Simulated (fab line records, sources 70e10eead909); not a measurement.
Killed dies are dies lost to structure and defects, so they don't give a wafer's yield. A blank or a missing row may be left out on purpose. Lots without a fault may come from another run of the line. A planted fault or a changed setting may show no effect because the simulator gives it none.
A struck lot beside a sound one | flow nand_harc | 41 steps out of a route of 1159
Sound: wafers L207.2, L207.3, L207.4. Struck: wafers L218.3, L218.4, L218.5. The cause comes at the end.
At each step with rows: each side's tool, then ch and its chambers, then its first start. Under that, the readings that differ: sound wafers | struck wafers | difference of the means | sigmas: that difference in standard deviations of wafers without a fault.
alike: readings whose means differ by less than 2 such deviations, and words and numbers that are the same on both sides. not compared: withheld readings, readings that some wafer has no value for, bounds like >300 that may hide the same value, and numbers for which the record gives no deviation and whose values overlap.
The two part at a step that has a row with sigmas, a row that says differs or no value, or rows on one side only. Numbers that don't overlap but have no deviation are shown without sigmas and don't part them. A reading that every wafer of one side lacks parts them only if that side has two wafers or more.

NHARC_P_STI_ETCH_42: etches the open film in N2/H2, target depth 80 nm, overetch 24 nm, time 61 s.
  sound on rie_diel-02 ch 0,2,3, day 3 18:43; struck on rie_diel-12 ch 0,2,3, day 6 11:38
  alike: bias_w, drypump_motor_current_A, mfc_ar_sccm, oes_product_au, rf_vpp_V, showerhead_plenum_p_Torr, throttle_valve_pct
  not compared: rf_hours_counter_h
NHARC_P_STI_ETCH_31: etches the open film in CF4/CHF3, target depth 108.9 nm, time 54.5 s.
  sound on rie_diel-02 ch 0,1,3; struck on rie_diel-12 ch 0,2,3
  alike: bias_w, drypump_motor_current_A, mfc_ar_sccm, oes_product_au, rf_vpp_V, showerhead_plenum_p_Torr, throttle_valve_pct
  not compared: rf_hours_counter_h
NHARC_P_STI_ETCH_15: etches the open film in HBr/Cl2, target depth 300 nm, time 100.1 s.
  sound on rie_si-04 ch 0,1,3, day 3 18:55; struck on rie_si-03 ch 2,3, day 6 11:49
  alike: bias_w, drypump_motor_current_A, oes_product_au, throttle_valve_pct
  not compared: rf_hours_counter_h
NHARC_P_STI_CD_MEAS_16:
  sound on cd_sem-03, day 3 19:04; struck on cd_sem-02, day 6 11:59
  alike: cd_nm
NHARC_P_STI_OCD_MEAS_17:
  sound on ocd-01, day 3 19:10; struck on ocd-02, day 6 12:04
  alike: trench_depth_nm, trench_foot_cd_nm
then, 3 steps without rows for these wafers: NHARC_P_STI_STRIP_19 (strips in SPM, time 900 s); NHARC_P_STI_PRECLEAN_32 (cleans in SC1); NHARC_P_STI_SRD_23.
NHARC_P_STI_OCD_MEAS_43:
  sound on ocd-02, day 3 19:41; struck on ocd-01, day 6 12:35
  alike: trench_depth_nm, trench_foot_cd_nm
then, 3 steps without rows for these wafers: NHARC_P_STI_OXIDE_33 (material SiO2, target thk 10 nm, ox time 281 s); NHARC_P_STI_HDPCVD_20 (deposits SiO2); NHARC_P_STI_ANNEAL_34 (time 1800 s).
NHARC_P_STI_CMP_21: polishes, t overpolish 20 s, target thk 380.67 nm.
  sound on cmp-03 ch 0,1,2, day 4 10:36; struck on cmp-03 ch 1,2,3, day 7 07:32
  alike: motor_current_A, overpolish_run_s, slurry_flow_ml_min
then, 7 steps without rows for these wafers: NHARC_P_STI_SRD_35; NHARC_P_STI_ETCH_36 (etches SiO2 in dHF, target depth 38.8 nm); NHARC_P_STI_STRIP_24 (strips Si3N4 in H3PO4); NHARC_P_STI_ETCH_37 (etches SiO2 in dHF, target depth 11 nm); NHARC_P_STI_PRECLEAN_38 (cleans in SC1); NHARC_P_STI_SRD_39; NHARC_P_STI_OXIDE_40 (material SiO2, target thk 10 nm, ox time 1362 s).
NHARC_P_STI_INSPECT_25:
  sound on defect_inspect-01, day 4 19:56; struck on defect_inspect-02, day 7 16:08
  reading          | sound       | struck      | difference | sigmas
  raw_defect_count | 223 283 214 | 657 627 678 | +414       | +4
  not compared: hold
then, 11 steps without rows for these wafers: NHARC_P_GATE_PRECLEAN_70 (cleans in SC1); NHARC_P_GATE_SRD_01; NHARC_P_GATE_OXIDE_02 (material SiO2, target thk 37.5 nm, ox time 365 s); NHARC_P_GATE_DEHYDRATE_03 (time 120 s); NHARC_P_GATE_HMDS_04 (time 30 s); NHARC_P_GATE_COAT_05; NHARC_P_GATE_SOFTBAKE_06 (time 95 s); NHARC_P_GATE_EBR_07; NHARC_P_GATE_EXPOSE_08 (exposes mask P HV); NHARC_P_GATE_PEB_09 (peb time 85 s); NHARC_P_GATE_DEVELOP_10 (time 70 s).
NHARC_P_GATE_CD_MEAS_11: target cd 1640 nm.
  sound on cd_sem-02 ch 0, day 5 04:03; struck on cd_sem-02 ch 0, day 8 00:16
  alike: cd_nm
then, 1 step without rows for these wafers: NHARC_P_GATE_HARDBAKE_12 (time 80 s).
NHARC_P_GATE_DESCUM_13: chemistry O2, time 3 s.
  sound on rie_diel-01 ch 0,1,2, day 5 04:12; struck on rie_diel-01 ch 0,2,3, day 8 00:26
  alike: drypump_motor_current_A, mfc_ar_sccm, oes_product_au, rf_vpp_V, showerhead_plenum_p_Torr, throttle_valve_pct
  not compared: rf_hours_counter_h
then, 5 steps without rows for these wafers: NHARC_P_GATE_ETCH_14 (etches SiO2 in dHF, target depth 48.8 nm); NHARC_P_GATE_STRIP_15 (strips in SPM, time 780 s); NHARC_P_GATE_PRECLEAN_71 (cleans in SC1); NHARC_P_GATE_SRD_72; NHARC_P_GATE_OXIDE_16 (material SiO2, target thk 3 nm, ox time 392 s).
NHARC_P_GATE_INSPECT_28:
  sound on defect_inspect-02, day 5 17:52; struck on defect_inspect-01, day 8 16:03
  reading          | sound | struck      | difference | sigmas
  raw_defect_count | 7 4 6 | 457 432 442 | +438       | +99 or more
  not compared: hold

WHERE THEY PART
First at NHARC_P_STI_INSPECT_25; last, within this record, at NHARC_P_GATE_INSPECT_28.

WHY: what the simulator had put in
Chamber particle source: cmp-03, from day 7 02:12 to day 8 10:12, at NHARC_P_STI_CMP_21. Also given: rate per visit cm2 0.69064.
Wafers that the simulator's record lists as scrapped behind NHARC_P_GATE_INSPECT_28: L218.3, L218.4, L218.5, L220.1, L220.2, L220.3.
